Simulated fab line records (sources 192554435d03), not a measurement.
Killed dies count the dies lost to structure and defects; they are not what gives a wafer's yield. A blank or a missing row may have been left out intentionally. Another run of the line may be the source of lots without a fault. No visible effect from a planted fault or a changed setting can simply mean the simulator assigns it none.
Split-lot trial ; flow n5Finfet ; route with 1938 steps; 7 lots, 21 wafers read

== THE SPLIT ITSELF ==
At N5_BEOL_M14_COAT_66 (time 60 s, resist thk 110 nm), the setting spinRpm was moved away from the recipe's 1500 rpm on 7 of the 21 wafers read, by -10.7% to +10.7%. All remaining wafers had this setting at the recipe value.

== FROM THE SPLIT TO THE READING: what the file shows between them, 2 steps ==
- N5_BEOL_M14_DESCUM_33: chemistry O2, time 7.9 s (also split here: timeS)
- N5_BEOL_M14_ETCH_67: etches SiARC in CF4, target depth 143 nm, time 238.3 s

== THE READING ==
SiARC_of_BEOL_M14_COAT_66.thkNm (the simulator's own value, which no gauge read), in nm, at N5_BEOL_M14_ETCH_68 (etches SOC in N2/H2, time 450 s). The file gives no usual value for it. Here, 14 wafers ran the recipe; their average is 65.0 nm with a standard deviation of 0.73 nm.

wafer;tool, chamber at the split;spinRpm as run, rpm;against the recipe;SiARC_of_BEOL_M14_COAT_66.thkNm, nm;against lot-mates on the recipe
L074.1;lithoTrack-02, 0;1500;recipe;65;-
L074.2;lithoTrack-02, 0;1661;+10.7%;60.6;-4.4
L074.3;lithoTrack-02, 0;1661;+10.7%;59.4;-5.6
L077.3;lithoTrack-02, 0;1566;+4.4%;62.2;no lot-mate on the recipe
L077.4;lithoTrack-02, 0;1566;+4.4%;62.8;no lot-mate on the recipe
L077.5;lithoTrack-02, 0;1566;+4.4%;63;no lot-mate on the recipe
L078.2;lithoTrack-03, 0;1500;recipe;65.2;-
L078.4;lithoTrack-03, 0;1500;recipe;65;-
L078.5;lithoTrack-03, 0;1500;recipe;66.4;-
L081.3;lithoTrack-02, 0;1500;recipe;66;-
L081.4;lithoTrack-02, 0;1500;recipe;65.2;-
L081.5;lithoTrack-02, 0;1500;recipe;65.4;-
L084.1;lithoTrack-03, 0;1500;recipe;65.2;-
L084.4;lithoTrack-03, 0;1500;recipe;65.2;-
L084.5;lithoTrack-03, 0;1500;recipe;63.8;-
L087.1;lithoTrack-02, 0;1500;recipe;64.2;-
L087.3;lithoTrack-02, 0;1562;+4.1%;62.6;-1.5
L087.4;lithoTrack-02, 0;1500;recipe;64;-
L094.3;lithoTrack-01, 0;1500;recipe;64.8;-
L094.4;lithoTrack-01, 0;1340;-10.7%;72;+7.6
L094.6;lithoTrack-01, 0;1500;recipe;64;-

THE FIT
A straight line over all 21 wafers: SiARC_of_BEOL_M14_COAT_66.thkNm changes by -0.538 nm for each +1% of spinRpm; r = -0.95; the points scatter about the line by 0.76 nm.
The same after taking each lot's own level away (the mean of its wafers on the recipe; 18 wafers): -0.549 nm for each +1%; r = -0.96; scatter 0.71 nm.
That fit puts the effect of the largest move of spinRpm on the reading at 5.9 nm.
The span of the lots' own levels, 64.10 to 65.53 nm, comes to 2.0 times the standard deviation stated above.
Consequently the slope shifts little with the lot-to-lot level, the two slopes agreeing.
Check: -6.28 nm against its lot-mates is what the line predicts for one of the wafers moved furthest among these (+10.7%) when that wafer is left out of the fit. It came out at -4.4 nm against them.

== THESE WAFERS: OTHER SPLITS ==
These wafers also went through other splits before the reading. Each is held against what the fit with the lots' levels taken away leaves over:
other split on the same wafers;wafers away from the commonest value;r with SiARC_of_BEOL_M14_COAT_66.thkNm (lot level and that fit taken away)
N5_BEOL_M11_VIA_ETCH_34 timeS;9;-0.35
N5_BEOL_M13_COAT_04 spinRpm;5;+0.32
N5_BEOL_M13_EXPOSE_07 doseMj;6;+0.01
N5_BEOL_M13_COAT_22 spinRpm;6;+0.00
N5_BEOL_M14_DESCUM_33 timeS;7;+0.15

== THE WHOLE CHAIN: every reading that the file lists as answering this split, in the file's order ==
step;what it does;reading;change (the file's fit);r (the file's)
N5_BEOL_M14_COAT_66;time 60 s, resist thk 110 nm;SiARC_of_BEOL_M14_COAT_66.thkNm (the simulator's own value, which no gauge read);-0.564 nm for each +1% of the setting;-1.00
N5_BEOL_M14_ETCH_67;etches SiARC in CF4, target depth 143 nm, time 238.3 s;etch.depthNm (the simulator's own value, which no gauge read);-0.566 nm for each +1% of the setting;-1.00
N5_BEOL_M14_ETCH_67;etches SiARC in CF4, target depth 143 nm, time 238.3 s;coat_of_BEOL_M14_COAT_22.thkNm (the simulator's own value, which no gauge read);+0.38 nm for each +1% of the setting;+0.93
N5_BEOL_M14_ETCH_68;etches SOC in N2/H2, time 450 s;SiARC_of_BEOL_M14_COAT_66.thkNm (the simulator's own value, which no gauge read);-0.573 nm for each +1% of the setting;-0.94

== THE FILE'S OWN FIT ==
SiARC_of_BEOL_M14_COAT_66.thkNm changes by -0.573 nm for each +1% of spinRpm, r = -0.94.
